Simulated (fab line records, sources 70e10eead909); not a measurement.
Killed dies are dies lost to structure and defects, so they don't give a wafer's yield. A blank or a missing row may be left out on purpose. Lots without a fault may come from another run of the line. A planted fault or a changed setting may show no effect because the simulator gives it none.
Tool commonality check | flow nand_harc | 12 lots, 42 wafers sampled

WHY IT WAS OPENED
At NHARC_A_CHANNEL_HOLE_D2_INSPECT_40 the reading raw_defect_count is flagged on 2 of 12 lots. Wafers without a fault read 281, standard deviation 100.
Rule: a lot is flagged when every wafer of it that has a number lies more than 4 standard deviations from that mean, or none has a number. The other lots count as sound.

lot  | measured     | on                | raw_defect_count, wafer by wafer | flag
L200 | day 14 03:34 | defect_inspect-02 | 174 271 252                      |
L202 | day 14 09:28 | defect_inspect-02 | 446 326 387                      |
L203 | day 14 11:02 | defect_inspect-02 | 385 314 574                      |
L205 | day 15 12:43 | defect_inspect-01 | 297 255 447                      |
L208 | day 17 03:34 | defect_inspect-02 | 1641 1715 1720 1646 1690 1721    | FLAGGED
L210 | day 17 23:46 | defect_inspect-01 | 1603 1565 1636 1620 1557 1631    | FLAGGED
L217 | day 21 04:23 | defect_inspect-02 | 192 210 322                      |
L218 | day 21 07:57 | defect_inspect-01 | 221 285 229                      |
L219 | day 21 16:34 | defect_inspect-02 | 316 199 181                      |
L221 | day 22 17:16 | defect_inspect-02 | 220 152 170                      |
L223 | day 22 18:40 | defect_inspect-01 | 231 436 371                      |
L222 | day 22 22:54 | defect_inspect-01 | 530 619 402                      |
The numbers of the flagged lots are 1645 on average: +1364 against the usual, or +14 standard deviations.

WHICH TOOL RAN EACH LOT
The record holds 3 process steps before the reading, out of a route of 1302 steps. In each cell: the tool, then ch and the chambers that the sampled wafers went through, then the start.
lot  | flag    | NHARC_A_CHANNEL_HOLE_D2_DEP_01  | NHARC_A_CHANNEL_HOLE_D2_ETCH_22  | NHARC_A_CHANNEL_HOLE_D2_ETCH_24
L200 |         | pecvd-02 ch 0,1, day 13 19:17   | har_etch-01 ch 0,1, day 13 22:38 | har_etch-01 ch 0,1, day 13 23:53
L202 |         | pecvd-03 ch 0,2, day 14 01:28   | har_etch-02 ch 0,1, day 14 04:37 | har_etch-02 ch 0,1, day 14 05:53
L203 |         | pecvd-02 ch 0,1,2, day 14 03:26 | har_etch-01 ch 0,1, day 14 06:22 | har_etch-01 ch 0,1, day 14 07:41
L205 |         | pecvd-02 ch 0,1,2, day 15 01:02 | har_etch-01 ch 0,1, day 15 07:58 | har_etch-01 ch 0,1, day 15 09:16
L208 | FLAGGED | pecvd-01 ch 0,1,2, day 16 19:55 | har_etch-01 ch 0,1, day 16 22:43 | har_etch-01 ch 0,1, day 16 23:59
L210 | FLAGGED | pecvd-03 ch 0,1, day 17 12:06   | har_etch-01 ch 0,1, day 17 18:56 | har_etch-01 ch 0,1, day 17 20:12
L217 |         | pecvd-02 ch 0,1, day 20 18:02   | har_etch-02 ch 0,1, day 20 23:32 | har_etch-02 ch 0,1, day 21 00:47
L218 |         | pecvd-01 ch 1,2, day 20 18:41   | har_etch-01 ch 0,1, day 21 03:07 | har_etch-01 ch 0,1, day 21 04:23
L219 |         | pecvd-03 ch 0,1,2, day 21 06:36 | har_etch-02 ch 0,1, day 21 11:42 | har_etch-02 ch 0,1, day 21 12:58
L221 |         | pecvd-02 ch 0,1, day 22 09:28   | har_etch-02 ch 0,1, day 22 12:37 | har_etch-02 ch 0,1, day 22 13:56
L223 |         | pecvd-03 ch 0,1, day 22 09:53   | har_etch-01 ch 0,1, day 22 13:56 | har_etch-01 ch 0,1, day 22 15:14
L222 |         | pecvd-02 ch 0,1, day 22 14:11   | har_etch-01 ch 0,1, day 22 17:59 | har_etch-01 ch 0,1, day 22 19:14
What these steps do:
- NHARC_A_CHANNEL_HOLE_D2_DEP_01: deposits SiON, target thk 140 nm.
- NHARC_A_CHANNEL_HOLE_D2_ETCH_22: etches the open film in C4F8/O2/Ar, time 666.7 s, target depth 1600 nm.
- NHARC_A_CHANNEL_HOLE_D2_ETCH_24: etches the open film in C4F8/O2/Ar, time 906.2 s, target depth 1500 nm.
- NHARC_A_CHANNEL_HOLE_D2_INSPECT_40

FLAGGED OVER TOTAL, TOOL BY TOOL (the gauges that took the reading come last)
step                               | tool              | lots run | flagged | share of the flagged lots | sound lots run after its first flagged lot
NHARC_A_CHANNEL_HOLE_D2_DEP_01     | pecvd-01          | 2        | 1       | some                      | 1 (L218)
NHARC_A_CHANNEL_HOLE_D2_DEP_01     | pecvd-02          | 6        | 0       | none                      | -
NHARC_A_CHANNEL_HOLE_D2_DEP_01     | pecvd-03          | 4        | 1       | some                      | 2 (L219,L223)
NHARC_A_CHANNEL_HOLE_D2_ETCH_22    | har_etch-01       | 8        | 2       | all                       | 3 (L218,L223,L222)
NHARC_A_CHANNEL_HOLE_D2_ETCH_22    | har_etch-02       | 4        | 0       | none                      | -
NHARC_A_CHANNEL_HOLE_D2_ETCH_24    | har_etch-01       | 8        | 2       | all                       | 3 (L218,L223,L222)
NHARC_A_CHANNEL_HOLE_D2_ETCH_24    | har_etch-02       | 4        | 0       | none                      | -
NHARC_A_CHANNEL_HOLE_D2_INSPECT_40 | defect_inspect-01 | 5        | 1       | some                      | 3 (L218,L223,L222)
NHARC_A_CHANNEL_HOLE_D2_INSPECT_40 | defect_inspect-02 | 7        | 1       | some                      | 3 (L217,L219,L221)

WHAT THE TABLE ALLOWS
2 rows of the table ran every flagged lot: har_etch-01 at NHARC_A_CHANNEL_HOLE_D2_ETCH_22, har_etch-01 at NHARC_A_CHANNEL_HOLE_D2_ETCH_24.
- har_etch-01 at NHARC_A_CHANNEL_HOLE_D2_ETCH_22: 2 of its 8 lots flagged. Sound lots ran on it after the first flagged one (L218, L223, L222), which a lasting fault on the whole tool wouldn't allow.
- har_etch-01 at NHARC_A_CHANNEL_HOLE_D2_ETCH_24: 2 of its 8 lots flagged. Sound lots ran on it after the first flagged one (L218, L223, L222), which a lasting fault on the whole tool wouldn't allow.
No row of the table ran every flagged lot and no sound lot after the first.

WHAT THE SIMULATOR HAD PUT IN
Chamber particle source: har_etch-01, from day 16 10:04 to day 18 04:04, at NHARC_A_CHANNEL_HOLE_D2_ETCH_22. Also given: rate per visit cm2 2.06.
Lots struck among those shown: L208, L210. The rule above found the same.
